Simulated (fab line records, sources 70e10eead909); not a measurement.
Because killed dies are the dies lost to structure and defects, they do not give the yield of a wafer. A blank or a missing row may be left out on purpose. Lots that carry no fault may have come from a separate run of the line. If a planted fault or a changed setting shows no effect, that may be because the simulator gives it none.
Code-filled problem report in 8D (eight disciplines) form || flow nandHarc || the parts of the form that need people (team, actions taken, sign-off) are left out

1. WHAT WENT WRONG
NHARC_END_SORT_01, killedAtArray: mean 121 over 1 wafer from 1 lot; wafers with no fault: 47, standard deviation 18. That is +4.1 standard deviations from the usual mean.
First seen on wafer L256.2, day 30 18:52, on prober-01. Wafers with a number at this step in the record: 3, from 2 lots. By rule, "out" or "out of limits" means more than 4 standard deviations away from the usual mean. All remaining wafers that have a number are taken as sound.

2. WHAT IT IS, WHAT IT ISN'T
{"question": "which readings at this step", "is": "killedAtArray, killedDies", "is not": "killedAtOther, killedAtPeriphery, killedOpen, killedShort"}
{"question": "which lots", "is": "L256", "is not": "L245"}
{"question": "which wafers of those lots", "is": "all that have a number", "is not": "-"}
{"question": "read on which gauges", "is": "prober-01", "is not": "prober-02"}
{"question": "when", "is": "from day 30 18:52", "is not": "up to then (2 sound wafers)"}

3. SUSPECTS, AND WHAT RULES EACH OUT
Counting: a tool at a process step up to the reading stays a suspect if it ran every lot that is out and no sound lot after the first of them.
- the gauge at NHARC_END_SORT_01: kept. All the wafers that are out were read on prober-01, and no step on other tools shows them out.
- rieDiel-01 at NHARC_A_STAIRCASE_ETCH_271 (etches the open film in CF4/CHF3): kept. It ran the lot that is out, L256 (day 22 23:35), and no sound lot after that.
- rieDiel-01 at NHARC_A_STAIRCASE_STRIP_274 (strips in O2): kept. It ran the lot that is out, L256 (day 23 02:03), and no sound lot after that. Because NHARC_A_STAIRCASE_STRIP_274 lacks a start for some lots, the hours and order of its lots are taken from NHARC_A_STAIRCASE_PRECLEAN_276.
- wetBench-02 at NHARC_A_STAIRCASE_PRECLEAN_276 (cleans in SC1): kept. It ran the lot that is out, L256 (day 23 02:03), and no sound lot after that; its last sound lot up to then is L245 (day 19 01:10).
- aclDep-03 at NHARC_A_STAIRCASE_HM_DEP_459 (deposits aC, target thk 1500 nm): kept. It ran the lot that is out, L256 (day 23 02:49), and no sound lot after that.
- rieDiel-01 at NHARC_A_STAIRCASE_ETCH_452 (etches the open film in CF4/O2, target depth 30 nm, overetch 3 nm, time 16.5 s): kept. It ran the lot that is out, L256 (day 23 09:01), and no sound lot after that; its last sound lot up to then is L245 (day 19 12:59). Because NHARC_A_STAIRCASE_ETCH_452 lacks a start for some lots, the hours and order of its lots are taken from NHARC_A_STAIRCASE_HM_DEP_462.
- aclDep-01 at NHARC_A_STAIRCASE_HM_DEP_462 (deposits aC, target thk 800 nm): kept. It ran the lot that is out, L256 (day 23 09:01), and no sound lot after that.
Left after counting: rieDiel-01 at NHARC_A_STAIRCASE_ETCH_271, rieDiel-01 at NHARC_A_STAIRCASE_STRIP_274, wetBench-02 at NHARC_A_STAIRCASE_PRECLEAN_276, aclDep-03 at NHARC_A_STAIRCASE_HM_DEP_459, rieDiel-01 at NHARC_A_STAIRCASE_ETCH_452, aclDep-01 at NHARC_A_STAIRCASE_HM_DEP_462, prober-01 at NHARC_END_SORT_01.

4. THE CAUSE (what the simulator had put in)
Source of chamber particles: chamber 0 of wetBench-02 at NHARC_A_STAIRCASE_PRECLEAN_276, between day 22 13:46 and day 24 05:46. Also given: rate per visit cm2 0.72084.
After counting, 7 suspects remain, this tool included.

5. THE EFFECT CHAIN, in route order
One row per reading whose mean, taken over the struck wafers that have a number, lies over 3 standard deviations from the usual. Scope: only readings with a usual standard deviation given in the record; hours: median across lots of the time from each lot's start at the first step in this table that gives one to its start at this step; sigmas: change in usual standard deviations.
{"hours": 0, "step": "NHARC_END_SORT_01", "reading": "killedAtArray", "usual": 47, "on struck wafers": 121, "change": "+74", "sigmas": "+4.1"}
{"hours": 0, "step": "NHARC_END_SORT_01", "reading": "killedDies", "usual": 52, "on struck wafers": 125, "change": "+73", "sigmas": "+4.1"}
Readings that are blank on the struck wafers while sound wafers have them: susceptorTempC at NHARC_A_STAIRCASE_HM_DEP_459; susceptorTempC at NHARC_A_STAIRCASE_HM_DEP_462.

6. WHAT WOULD HAVE CAUGHT IT SOONER
Counted from the fault's start at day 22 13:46, it took 197 hours until the first out-of-limits reading at a measuring or inspecting step in this record, taken at day 30 18:52.
Lots out: 1; all had begun NHARC_A_STAIRCASE_PRECLEAN_276 on wetBench-02 by day 30 18:52. Tool hold at that time: it would have spared none of them.
